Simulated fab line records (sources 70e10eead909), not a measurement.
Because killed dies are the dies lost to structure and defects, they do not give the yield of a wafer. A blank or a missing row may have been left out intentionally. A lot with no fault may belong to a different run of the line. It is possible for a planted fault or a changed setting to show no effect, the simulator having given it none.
Chamber matching ; flow nandHarc ; NHARC_A_WL_FILL_ALD_10 on aldHk-02: 4 sister chambers
The step deposits SiO2, target thk 50 nm, pulse time 10 s, ald cycles 500. 8 wafers are shown with their chamber, then 7 later ones without.

EACH WAFER AND ITS CHAMBER
wafer;chamber;heaterPowerW (W);precursorPulseHeightRel
L079.3;2;425;0.993
L079.5;3;488;0.989
L083.5;1;509;1.019
L083.6;2;403;0.987
L091.1;3;520;1.009
L091.6;0;495;0.992
L090.3;1;518;1.021
L090.5;0;508;0.987

WAFERS MISSING THEIR CHAMBER
wafer;heaterPowerW (W);precursorPulseHeightRel
L090.6;509;0.984
L092.2;401;1.029
L092.3;502;1.002
L092.5;390;1.021
L094.3;489;0.991
L094.1;403;1.026
L094.5;508;1.017

THE CHAMBER EACH PASSED THROUGH
wafer;from the rows above;in truth
L090.6;can't be placed: 0 or 3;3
L092.2;2;2
L092.3;can't be placed: 3 or 0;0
L092.5;2;2
L094.3;can't be placed: 0 or 3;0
L094.1;2;2
L094.5;can't be placed: 1 or 3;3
Correctly placed: 3 of 7. Unplaceable from these rows: 4, with the true chamber sitting among the candidates in 4. Number placed wrongly: 0.
How it was worked out, from the rows above alone: a wafer's distance from a chamber is the root of the sum, over the readings, of the square of ((its reading less the chamber's mean) divided by the reading's scatter). The wafer belongs to the nearest chamber; if the next one is less than 2 further off, it can't be placed. The mean given for a chamber averages the wafers shown for that chamber. The scatter: the root of (the sum of the squares of (reading less its chamber's mean) over the shown wafers, divided by (wafers less chambers)).
